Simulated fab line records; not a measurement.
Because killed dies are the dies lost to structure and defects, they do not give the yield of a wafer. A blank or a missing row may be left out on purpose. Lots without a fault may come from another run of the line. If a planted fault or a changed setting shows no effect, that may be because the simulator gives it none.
Split-lot study | flow n5Finfet | 21 wafers read from 7 lots, route of 1938 steps

== ABOUT THE SPLIT ==
At N5_BEOL_M13_TRENCH_ETCH_34 (etches SiOC in C4F8/O2/Ar, target depth 413.47 nm, time 162.6 s), the setting timeS was moved away from the recipe's 162.6 s on 7 of the 21 wafers read, by -21.5% to +10.0%. All remaining wafers had this setting at the recipe value.

== FROM THE SPLIT TO THE READING: what the file shows between them, 10 steps ==
- N5_BEOL_M13_STRIP_70: strips in C4F8/O2/Ar
- N5_BEOL_M13_OCD_MEAS_35
- N5_BEOL_M13_STRIP_37: strips in N2/H2
- N5_BEOL_M13_ETCH_38: etches SiCN in CF4/N2, target depth 67.5 nm, time 71.9 s
- N5_BEOL_M13_ECD_47: material Cu, target thk 936 nm
- N5_BEOL_M13_ANNEAL_48: time 90 s
- N5_BEOL_M13_CMP_49: polishes, stops on SiOC, t overpolish 17.1 s, target thk 420 nm
- N5_BEOL_M13_THK_MEAS_50: measures by xrf
- N5_BEOL_M13_PRE_CLEAN_52: time 15 s
- N5_BEOL_M13_DEP_53: deposits SiCN from 3MS/NH3, target thk 50 nm, time 17.8 s

== THE READING ==
At N5_BEOL_M13_RS_MEAS_54, a four-point-probe measurement gives M13_RS in ohm/sq. On this fab line, fault-free wafers typically give 0.0451 ohm/sq with a standard deviation of 0.00075 ohm/sq.

wafer  | tool, chamber at the split | timeS as run, s | against the recipe | M13_RS, ohm/sq | against lot-mates on the recipe
L075.1 | rieDiel-05, 3              | 162.6           | recipe             | 0.0459         | -
L075.3 | rieDiel-05, 0              | 162.6           | recipe             | 0.0444         | -
L075.5 | rieDiel-05, 0              | 133.4           | -18.0%             | 0.0550         | +0.0098
L082.1 | rieDiel-05, 2              | 162.6           | recipe             | 0.0443         | -
L082.2 | rieDiel-05, 3              | 162.6           | recipe             | 0.0464         | -
L082.6 | rieDiel-05, 2              | 162.6           | recipe             | 0.0442         | -
L083.1 | rieDiel-01, 2,0            | 133             | -18.2%             | 0.0549         | +0.0091
L083.3 | rieDiel-01, 3              | 162.6           | recipe             | 0.0458         | -
L083.4 | rieDiel-01, 2,0            | 133             | -18.2%             | 0.0549         | +0.0091
L087.1 | rieDiel-01, 0              | 162.6           | recipe             | 0.0455         | -
L087.2 | rieDiel-01, 2              | 162.6           | recipe             | 0.0456         | -
L087.4 | rieDiel-01, 0              | 127.6           | -21.5%             | 0.0582         | +0.0127
L093.3 | rieDiel-01, 1              | 173.2           | +6.5%              | 0.0410         | -0.0035
L093.5 | rieDiel-01, 2              | 162.6           | recipe             | 0.0452         | -
L093.6 | rieDiel-01, 0              | 162.6           | recipe             | 0.0439         | -
L095.2 | rieDiel-06, 3              | 162.6           | recipe             | 0.0454         | -
L095.4 | rieDiel-06, 3              | 162.6           | recipe             | 0.0457         | -
L095.6 | rieDiel-06, 0              | 162.6           | recipe             | 0.0449         | -
L096.1 | rieDiel-06, 0              | 178.8           | +10.0%             | 0.0413         | -0.0041
L096.3 | rieDiel-06, 2              | 162.6           | recipe             | 0.0454         | -
L096.6 | rieDiel-06, 1              | 178.8           | +10.0%             | 0.0402         | -0.0052
If several chambers appear in one row, that row covers several wafers at once and the file leaves open which wafer was in which chamber.

FIT RESULTS
A straight line over all 21 wafers: M13_RS changes by -0.000545 ohm/sq for each +1% of timeS; r = -0.99; the points scatter about the line by 0.00078 ohm/sq.
The same after taking each lot's own level away (the mean of its wafers on the recipe; 21 wafers): -0.000528 ohm/sq for each +1%; r = -0.99; scatter 0.00069 ohm/sq.
The reading moves by 0.011 ohm/sq for the largest change in timeS, on that fit.
The span of the lots' own levels, 0.04455 to 0.04580 ohm/sq, comes to 1.7 times the standard deviation stated above.
Consequently the slope shifts little with the lot-to-lot level, the two slopes agreeing.
Check: for one of the wafers moved furthest among these (-21.5%), held out of the fit, the line's prediction against its lot-mates is +0.011 ohm/sq. Against them it came out at +0.0127 ohm/sq.

== FURTHER SPLITS ON THESE WAFERS ==
Before the reading, these wafers also passed through other splits. Each is held against what the fit with the lots' levels taken away leaves over:
other split on the same wafers | wafers away from the commonest value | r with M13_RS (lot level and that fit taken away)
N5_BEOL_M13_ILD_DEP_00 timeS   | 4                                    | +0.13
N5_BEOL_M13_PEB_26 pebTimeS    | 8                                    | -0.07

== THE WHOLE CHAIN: every reading that the file lists as answering this split, in the file's order ==
step                       | what it does                                                    | reading                                                                      | change (the file's fit)               | r (the file's)
N5_BEOL_M13_TRENCH_ETCH_34 | etches SiOC in C4F8/O2/Ar, target depth 413.47 nm, time 162.6 s | etch.depthNm (the simulator's own value, which no gauge read)                | +4.06 nm for each +1% of the setting  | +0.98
N5_BEOL_M13_OCD_MEAS_35    |                                                                 | trenchDepthNm                                                                | +4.06 nm for each +1% of the setting  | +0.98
N5_BEOL_M13_CMP_49         | polishes, stops on SiOC, t overpolish 17.1 s, target thk 420 nm | Cu_of_BEOL_M13_ECD_47.thkNm (the simulator's own value, which no gauge read) | +4.03 nm for each +1% of the setting  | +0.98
N5_BEOL_M13_THK_MEAS_50    | measures by xrf                                                 | M13_THK                                                                      | +3.91 for each +1% of the setting     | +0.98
N5_BEOL_M13_RS_MEAS_54     | measures by four-point-probe                                    | M13_RS                                                                       | -0.000544 for each +1% of the setting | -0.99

== FILE'S OWN FIT ==
M13_RS changes by -0.000544 ohm/sq for each +1% of timeS, r = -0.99.
